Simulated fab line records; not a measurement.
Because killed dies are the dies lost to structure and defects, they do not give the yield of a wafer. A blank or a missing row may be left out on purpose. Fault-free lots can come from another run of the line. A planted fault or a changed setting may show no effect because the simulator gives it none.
Which tool did it?	flow n5-finfet	24 lots, 72 wafers sampled, at 6 steps of a route of 1938

== WHAT THE GAUGES READ, wafer by wafer ==
The record holds no reading of a measuring or inspecting step that can be judged against a usual standard deviation.

== WHICH TOOL RAN EACH LOT (tool, then ch and the chambers of the sampled wafers, then the start) ==
lot	N5_BEOL_M1_ETCH_70	N5_BEOL_M1_ALD_84	N5_BEOL_M1_ANNEAL_49	N5_BEOL_M1_ANNEAL_80	N5_BEOL_M1_ANNEAL_91	N5_BEOL_M1_DEP_57
L074	rie-diel-06 ch 1,2,3, day 6 14:17	ald-metal-03 ch 0,3, day 6 15:16	pvd-sputter-03, day 6 15:59	pvd-sputter-03, day 6 16:12	pvd-sputter-03, day 6 17:05	pecvd-03 ch 0,1, day 6 19:14
L075	rie-diel-02 ch 1,2, day 6 14:29	ald-metal-01 ch 1,2,3, day 6 15:28	pvd-sputter-01, day 6 16:53	pvd-sputter-01, day 6 17:07	pvd-sputter-01, day 6 17:59	pecvd-02 ch 1,2, day 6 20:07
L076	rie-diel-02 ch 1,2,3, day 6 21:50	ald-metal-01 ch 0,2,3, day 6 22:41	pvd-sputter-01, day 6 23:23	pvd-sputter-01, day 6 23:37	pvd-sputter-01, day 7 00:29	pecvd-04 ch 0,1,2, day 7 02:03
L077	rie-diel-05 ch 0,1,2, day 7 03:45	ald-metal-02 ch 1,2, day 7 04:47	pvd-sputter-03, day 7 05:25	pvd-sputter-03, day 7 05:38	pvd-sputter-03, day 7 06:31	pecvd-03 ch 0,2, day 7 08:04
L078	rie-diel-05 ch 0,1,2, day 7 04:09	ald-metal-02 ch 0,2, day 7 05:02	pvd-sputter-02, day 7 05:50	pvd-sputter-02, day 7 06:04	pvd-sputter-02, day 7 06:56	pecvd-04 ch 0,1,2, day 7 08:38
L079	rie-diel-02 ch 0,2,3, day 7 13:21	ald-metal-01 ch 0,1,2, day 7 14:12	pvd-sputter-02, day 7 15:00	pvd-sputter-02, day 7 15:13	pvd-sputter-02, day 7 16:06	pecvd-04 ch 0,1,2, day 7 17:40
L080	rie-diel-02 ch 0,2,3, day 7 19:47	ald-metal-03 ch 1,2,3, day 7 20:53	pvd-sputter-03, day 7 21:37	pvd-sputter-03, day 7 21:50	pvd-sputter-03, day 7 22:43	pecvd-03 ch 0,1,2, day 8 00:17
L081	rie-diel-05 ch 0,2,3, day 8 18:01	ald-metal-01 ch 1,2, day 8 18:59	pvd-sputter-03, day 8 21:22	pvd-sputter-03, day 8 21:35	pvd-sputter-03, day 8 22:28	pecvd-02 ch 1,2, day 9 00:02
L082	rie-diel-02 ch 0,1,3, day 8 18:01	ald-metal-02 ch 0,1,2, day 8 18:58	pvd-sputter-03, day 8 19:29	pvd-sputter-03, day 8 19:43	pvd-sputter-03, day 8 20:35	pecvd-03 ch 0,1,2, day 8 22:10
L083	rie-diel-06 ch 1,2,3, day 8 22:13	ald-metal-01 ch 1,2,3, day 8 23:15	pvd-sputter-03, day 9 00:01	pvd-sputter-03, day 9 00:14	pvd-sputter-03, day 9 01:07	pecvd-04 ch 0,1,2, day 9 02:44
L084	rie-diel-05 ch 1,2, day 9 02:17	ald-metal-03 ch 1,2, day 9 03:10	pvd-sputter-02, day 9 03:43	pvd-sputter-02, day 9 03:56	pvd-sputter-02, day 9 04:49	pecvd-03 ch 0,1, day 9 07:04
L085	rie-diel-02 ch 1,3, day 9 02:28	ald-metal-01 ch 1,2,3, day 9 03:17	pvd-sputter-01, day 9 03:52	pvd-sputter-01, day 9 04:05	pvd-sputter-01, day 9 04:58	pecvd-04 ch 0,1,2, day 9 07:37
L087	rie-diel-06 ch 0,1,2, day 9 11:08	ald-metal-03 ch 0,2,3, day 9 11:53	pvd-sputter-02, day 9 12:39	pvd-sputter-02, day 9 12:52	pvd-sputter-02, day 9 13:45	pecvd-04 ch 0,1, day 9 15:20
L086	rie-diel-02 ch 1,2, day 9 11:35	ald-metal-03 ch 0,1, day 9 12:26	pvd-sputter-01, day 9 13:25	pvd-sputter-01, day 9 13:38	pvd-sputter-01, day 9 14:31	pecvd-02 ch 1,2, day 9 16:04
L088	rie-diel-02 ch 0,2,3, day 10 00:41	ald-metal-01 ch 0,1,2, day 10 01:26	pvd-sputter-02, day 10 02:41	pvd-sputter-02, day 10 02:55	pvd-sputter-02, day 10 03:47	pecvd-04 ch 0,1, day 10 05:41
L089	rie-diel-06 ch 1,2, day 10 09:38	ald-metal-01 ch 1,2,3, day 10 10:19	pvd-sputter-02, day 10 11:01	pvd-sputter-02, day 10 11:14	pvd-sputter-02, day 10 12:07	pecvd-02 ch 0,1, day 10 13:47
L090	rie-diel-02 ch 0,3, day 10 12:53	ald-metal-03 ch 0,1,2, day 10 13:54	pvd-sputter-02, day 10 14:30	pvd-sputter-02, day 10 14:43	pvd-sputter-02, day 10 15:36	pecvd-03 ch 0,2, day 10 17:10
L092	rie-diel-05 ch 1,3, day 10 22:30	ald-metal-02 ch 0,2, day 10 23:30	pvd-sputter-03, day 11 00:16	pvd-sputter-03, day 11 00:29	pvd-sputter-03, day 11 01:22	pecvd-03 ch 0,2, day 11 02:55
L091	rie-diel-06 ch 2,3, day 10 22:32	ald-metal-03 ch 0,2,3, day 10 23:31	pvd-sputter-01, day 11 00:26	pvd-sputter-01, day 11 00:40	pvd-sputter-01, day 11 01:32	pecvd-03 ch 0,1,2, day 11 03:13
L093	rie-diel-02 ch 0,1, day 10 22:34	ald-metal-02 ch 1,2, day 11 02:13	pvd-sputter-03, day 11 03:20	pvd-sputter-03, day 11 03:34	pvd-sputter-03, day 11 04:26	pecvd-04 ch 0,1, day 11 06:02
L094	rie-diel-05 ch 1,2,3, day 11 19:31	ald-metal-01 ch 0,1,3, day 11 20:19	pvd-sputter-03, day 11 21:02	pvd-sputter-03, day 11 21:16	pvd-sputter-03, day 11 22:08	pecvd-02 ch 0,1,2, day 12 00:01
L095	rie-diel-06 ch 0,2,3, day 11 19:33	ald-metal-02 ch 0,3, day 11 20:20	pvd-sputter-02, day 11 21:04	pvd-sputter-02, day 11 21:17	pvd-sputter-02, day 11 22:10	pecvd-03 ch 0,2, day 11 23:58
L097	rie-diel-02 ch 0,2, day 11 20:56	ald-metal-01 ch 1,3, day 11 22:24	pvd-sputter-01, day 11 23:12	pvd-sputter-01, day 11 23:25	pvd-sputter-01, day 12 00:18	pecvd-02 ch 0,1, day 12 01:52
L096	rie-diel-05 ch 1,2, day 11 20:58	ald-metal-02 ch 0,2,3, day 11 22:31	pvd-sputter-03, day 11 23:13	pvd-sputter-03, day 11 23:26	pvd-sputter-03, day 12 00:19	pecvd-04 ch 1,2, day 12 01:53
- N5_BEOL_M1_ETCH_70: etches SOC in N2/H2, target depth 80 nm, overetch 16 nm, time 120 s.
- N5_BEOL_M1_ALD_84: deposits TaN, pulse time 2 s, purge time 3 s, co reactant purge time 2 s.
- N5_BEOL_M1_ANNEAL_49: time 240 s.
- N5_BEOL_M1_ANNEAL_80: time 240 s.
- N5_BEOL_M1_ANNEAL_91: time 240 s.
- N5_BEOL_M1_DEP_57: deposits SiCN from 3MS/NH3, target thk 8 nm, time 14 s.

== WHAT THE TOOLS THEMSELVES READ (means of the sampled wafers that have a number; where no wafer has one, the mark that the record gives instead) ==
N5_BEOL_M1_ETCH_70. Usual: drypump-motor-current-A 5.7 A, standard deviation 0.39; oes-product-au 0.60 a.u., standard deviation 0.067; rf-vpp-V 524.6 V, standard deviation 2.3; showerhead-plenum-p-Torr 2.56 Torr, standard deviation 0.083; throttle-valve-pct 17.80 %, standard deviation 0.27.
lot	tool	drypump-motor-current-A (A)	oes-product-au (a.u.)	rf-vpp-V (V)	showerhead-plenum-p-Torr (Torr)	throttle-valve-pct (%)	flag
L074	rie-diel-06	5.8	0.59	521.6	2.46	17.74	
L075	rie-diel-02	5.9	0.55	526.6	2.62	18.05	
L076	rie-diel-02	5.7	0.59	526.2	2.61	17.92	
L077	rie-diel-05	5.5	0.58	525.5	2.57	17.79	
L078	rie-diel-05	5.5	0.58	524.4	2.57	17.79	
L079	rie-diel-02	6.1	0.63	525.3	2.59	17.79	
L080	rie-diel-02	6.0	0.64	525.8	2.59	17.80	
L081	rie-diel-05	5.5	0.55	525.3	2.55	17.87	
L082	rie-diel-02	5.8	0.63	526.0	2.61	17.87	
L083	rie-diel-06	5.7	0.58	521.7	2.45	17.77	
L084	rie-diel-05	5.7	0.59	523.0	2.51	17.61	
L085	rie-diel-02	5.4	0.59	526.5	2.62	18.02	
L087	rie-diel-06	5.7	0.58	521.6	2.46	17.67	
L086	rie-diel-02	5.9	0.69	525.6	2.61	17.77	
L088	rie-diel-02	6.1	0.69	525.5	2.59	17.67	
L089	rie-diel-06	6.0	0.61	521.5	2.47	17.45	
L090	rie-diel-02	5.9	0.65	525.4	2.57	17.71	
L092	rie-diel-05	5.7	0.55	526.6	2.61	17.83	
L091	rie-diel-06	5.7	0.60	525.6	2.58	17.89	
L093	rie-diel-02	6.1	0.63	526.1	2.61	17.93	
L094	rie-diel-05	5.7	0.56	524.7	2.55	17.75	
L095	rie-diel-06	5.5	0.60	524.0	2.54	17.92	
L097	rie-diel-02	6.3	0.70	524.8	2.59	17.65	
L096	rie-diel-05	5.7	0.57	523.2	2.50	17.64	

N5_BEOL_M1_ALD_84. Usual: heater-power-outer-w 231 W, standard deviation 25; heater-power-w 424 W, standard deviation 33; mfc-carrier-sccm 1500 sccm, standard deviation 4.2.
lot	tool	heater-power-outer-w (W)	heater-power-w (W)	mfc-carrier-sccm (sccm)	flag
L074	ald-metal-03	220	424	1498	
L075	ald-metal-01	211	404	1501	
L076	ald-metal-01	220	406	1497	
L077	ald-metal-02	235	435	1498	
L078	ald-metal-02	237	427	1499	
L079	ald-metal-01	231	411	1500	
L080	ald-metal-03	242	443	1500	
L081	ald-metal-01	219	403	1502	
L082	ald-metal-02	239	442	1503	
L083	ald-metal-01	217	401	1502	
L084	ald-metal-03	231	434	1498	
L085	ald-metal-01	217	407	1500	
L087	ald-metal-03	233	424	1498	
L086	ald-metal-03	227	439	1501	
L088	ald-metal-01	230	408	1501	
L089	ald-metal-01	217	405	1499	
L090	ald-metal-03	215	416	1498	
L092	ald-metal-02	228	419	1504	
L091	ald-metal-03	224	424	1495	
L093	ald-metal-02	232	438	1498	
L094	ald-metal-01	229	421	1500	
L095	ald-metal-02	244	423	1497	
L097	ald-metal-01	214	412	1504	
L096	ald-metal-02	235	419	1499	

N5_BEOL_M1_ANNEAL_49. Usual: heater-power-w reads 861 W (standard deviation 76).
lot	tool	heater-power-w (W)	flag
L074	pvd-sputter-03	922	
L075	pvd-sputter-01	779	
L076	pvd-sputter-01	827	
L077	pvd-sputter-03	790	
L078	pvd-sputter-02	875	
L079	pvd-sputter-02	859	
L080	pvd-sputter-03	813	
L081	pvd-sputter-03	866	
L082	pvd-sputter-03	950	
L083	pvd-sputter-03	810	
L084	pvd-sputter-02	883	
L085	pvd-sputter-01	831	
L087	pvd-sputter-02	879	
L086	pvd-sputter-01	896	
L088	pvd-sputter-02	863	
L089	pvd-sputter-02	861	
L090	pvd-sputter-02	843	
L092	pvd-sputter-03	873	
L091	pvd-sputter-01	760	
L093	pvd-sputter-03	858	
L094	pvd-sputter-03	913	
L095	pvd-sputter-02	840	
L097	pvd-sputter-01	755	
L096	pvd-sputter-03	873	

N5_BEOL_M1_ANNEAL_80. Usual: heater-power-w reads 860 W (standard deviation 76).
lot	tool	heater-power-w (W)	flag
L074	pvd-sputter-03	928	
L075	pvd-sputter-01	780	
L076	pvd-sputter-01	820	
L077	pvd-sputter-03	796	
L078	pvd-sputter-02	868	
L079	pvd-sputter-02	870	
L080	pvd-sputter-03	833	
L081	pvd-sputter-03	885	
L082	pvd-sputter-03	955	
L083	pvd-sputter-03	782	
L084	pvd-sputter-02	882	
L085	pvd-sputter-01	839	
L087	pvd-sputter-02	895	
L086	pvd-sputter-01	895	
L088	pvd-sputter-02	865	
L089	pvd-sputter-02	856	
L090	pvd-sputter-02	854	
L092	pvd-sputter-03	864	
L091	pvd-sputter-01	753	
L093	pvd-sputter-03	855	
L094	pvd-sputter-03	917	
L095	pvd-sputter-02	846	
L097	pvd-sputter-01	762	
L096	pvd-sputter-03	858	

N5_BEOL_M1_ANNEAL_91. Usual: heater-power-w reads 860 W (standard deviation 76).
lot	tool	heater-power-w (W)	flag
L074	pvd-sputter-03	915	
L075	pvd-sputter-01	785	
L076	pvd-sputter-01	819	
L077	pvd-sputter-03	799	
L078	pvd-sputter-02	864	
L079	pvd-sputter-02	859	
L080	pvd-sputter-03	809	
L081	pvd-sputter-03	877	
L082	pvd-sputter-03	955	
L083	pvd-sputter-03	796	
L084	pvd-sputter-02	898	
L085	pvd-sputter-01	824	
L087	pvd-sputter-02	881	
L086	pvd-sputter-01	897	
L088	pvd-sputter-02	869	
L089	pvd-sputter-02	867	
L090	pvd-sputter-02	844	
L092	pvd-sputter-03	880	
L091	pvd-sputter-01	757	
L093	pvd-sputter-03	847	
L094	pvd-sputter-03	907	
L095	pvd-sputter-02	828	
L097	pvd-sputter-01	757	
L096	pvd-sputter-03	878	

N5_BEOL_M1_DEP_57. Usual: showerhead-plenum-p-Torr 3.672 Torr, standard deviation 0.014; throttle-valve-pct 9.3 %, standard deviation 0.51.
lot	tool	showerhead-plenum-p-Torr (Torr)	throttle-valve-pct (%)	flag
L074	pecvd-03	3.690	9.2	
L075	pecvd-02	3.659	8.5	
L076	pecvd-04	3.676	9.5	
L077	pecvd-03	3.680	9.0	
L078	pecvd-04	3.668	9.5	
L079	pecvd-04	3.671	9.5	
L080	pecvd-03	3.683	9.1	
L081	pecvd-02	3.659	8.8	
L082	pecvd-03	3.686	8.8	
L083	pecvd-04	3.671	9.4	
L084	pecvd-03	3.687	9.1	
L085	pecvd-04	3.669	9.7	
L087	pecvd-04	3.673	10.0	
L086	pecvd-02	3.648	8.7	
L088	pecvd-04	3.674	9.7	
L089	pecvd-02	3.653	9.2	
L090	pecvd-03	3.675	9.0	
L092	pecvd-03	3.677	8.8	
L091	pecvd-03	3.693	9.2	
L093	pecvd-04	3.677	9.7	
L094	pecvd-02	3.651	9.1	
L095	pecvd-03	3.682	9.0	
L097	pecvd-02	3.652	9.4	
L096	pecvd-04	3.673	9.5	

== THE ANSWER, worked out from the rows above alone ==
Rule: a lot is off if the mean of its wafers that have a number lies more than 3 standard deviations from the usual mean. Also off: a lot with no number at a reading for which 4 or more lots have one. Where the step has rows for the other lots, those lots are counted as sound. First the gauges in route order, then the tools' own readings, where a lot's mean is used as printed above. The first step at which some lot is off is used, and at that step the reading that is off furthest; a lot without a number counts as furthest.
Nothing can be told from this: no lot is off at any reading shown.

== WHAT THE SIMULATOR PUT IN ==
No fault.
